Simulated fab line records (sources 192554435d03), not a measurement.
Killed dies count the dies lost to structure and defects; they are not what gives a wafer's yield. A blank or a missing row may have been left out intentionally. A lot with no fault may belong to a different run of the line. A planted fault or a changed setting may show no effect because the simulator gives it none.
Which of the tools did it? ; flow n5 finfet ; 36 wafers from 12 lots sampled at 6 of the route's 1938 steps

WHAT THE GAUGES SHOWED, per wafer
N5_BEOL_M3_RS_MEAS_58: measurement is done with a four-point probe.
lot;measured;on;M3_RS (ohm/sq)
L075;day 7 22:54;film metro-01;0.69 0.69 0.70
L076;day 8 02:47;film metro-01;0.67 0.66 0.62
L079;day 8 15:31;film metro-02;0.68 0.69 0.68
L081;day 9 06:39;film metro-02;0.67 0.67 0.72
L083;day 10 00:28;film metro-02;0.66 0.63 0.63
L085;day 10 11:43;film metro-02;0.68 0.68 0.65
L087;day 11 03:06;film metro-01;0.73 0.67 0.67
L090;day 11 14:44;film metro-01;0.69 0.68 0.67
L089;day 11 23:58;film metro-01;0.70 0.79 0.71
L093;day 12 13:01;film metro-01;0.65 0.65 0.62
L095;day 12 22:38;film metro-01;0.69 0.69 0.70
L097;day 13 12:02;film metro-02;0.70 0.72 0.66

WHICH TOOL RAN EACH LOT (tool, then ch and the chambers of the sampled wafers, then the start)
lot;N5_BEOL_M3_ETCH_63;N5_BEOL_M3_ANNEAL_49;N5_BEOL_M3_ANNEAL_82;N5_BEOL_M3_SPUTTER_94;N5_BEOL_M3_ANNEAL_95
L075;rie diel-01 ch 0,3, day 7 09:01;pvd sputter-03, day 7 20:09;pvd sputter-03, day 7 20:35;pvd sputter-03, day 7 21:37;pvd sputter-03, day 7 21:41
L076;rie diel-01 ch 0,1, day 7 16:07;pvd sputter-01, day 7 23:57;pvd sputter-01, day 8 00:23;pvd sputter-01, day 8 01:25;pvd sputter-01, day 8 01:29
L079;rie diel-06 ch 0,1,2, day 8 08:31;pvd sputter-03, day 8 12:48;pvd sputter-03, day 8 13:14;pvd sputter-03, day 8 14:16;pvd sputter-03, day 8 14:20
L081;rie diel-05 ch 0,2,3, day 8 18:33;pvd sputter-03, day 9 02:42;pvd sputter-03, day 9 03:08;pvd sputter-03, day 9 04:10;pvd sputter-03, day 9 04:14
L083;rie diel-05 ch 2,3, day 9 10:53;pvd sputter-02, day 9 21:44;pvd sputter-02, day 9 22:11;pvd sputter-02, day 9 23:12;pvd sputter-02, day 9 23:17
L085;rie diel-01 ch 0,1, day 9 16:52;pvd sputter-03, day 10 08:59;pvd sputter-03, day 10 09:25;pvd sputter-03, day 10 10:26;pvd sputter-03, day 10 10:31
L087;rie diel-01 ch 0,3, day 10 21:15;pvd sputter-02, day 11 00:22;pvd sputter-02, day 11 00:49;pvd sputter-02, day 11 01:50;pvd sputter-02, day 11 01:55
L090;rie diel-01 ch 1,2, day 11 08:21;pvd sputter-02, day 11 12:01;pvd sputter-02, day 11 12:27;pvd sputter-02, day 11 13:28;pvd sputter-02, day 11 13:33
L089;rie diel-01 ch 1,2,3, day 11 15:55;pvd sputter-02, day 11 21:07;pvd sputter-02, day 11 21:33;pvd sputter-02, day 11 22:34;pvd sputter-02, day 11 22:39
L093;rie diel-05 ch 0,1,3, day 11 21:35;pvd sputter-02, day 12 10:17;pvd sputter-02, day 12 10:43;pvd sputter-02, day 12 11:44;pvd sputter-02, day 12 11:49
L095;rie diel-05 ch 0,1,3, day 12 12:44;pvd sputter-03, day 12 19:54;pvd sputter-03, day 12 20:20;pvd sputter-03, day 12 21:22;pvd sputter-03, day 12 21:26
L097;rie diel-05 ch 1,2,3, day 13 04:21;pvd sputter-02, day 13 09:18;pvd sputter-02, day 13 09:44;pvd sputter-02, day 13 10:46;pvd sputter-02, day 13 10:50
- N5_BEOL_M3_ETCH_63: etches SiARC in CF4, target depth 15.6 nm, time 26 s.
- N5_BEOL_M3_ANNEAL_49: time 240 s.
- N5_BEOL_M3_ANNEAL_82: time 240 s.
- N5_BEOL_M3_SPUTTER_94: material Cu, target thk 4.5 nm, time 8.29 s.
- N5_BEOL_M3_ANNEAL_95: time 240 s.

THE ANSWER, worked out from the rows above alone
Rule: usual is defined by the lots themselves. The widest of any qualifying gaps counts: lots, ordered by their means at a reading, are off when they make up no more than a third of the lots, leave a main group of 4 or more, and stand apart from it by 3 or more times the standard deviation of that group's means. A main group is skipped when, at the precision printed for the reading in the tables above, its means are all equal. Also off: a lot with no number at a reading for which 4 or more lots have one. The other lots that the step has rows for count as sound.
No lot is off on any of the readings shown, so nothing can be concluded from this.

WHAT THE SIMULATOR PUT IN
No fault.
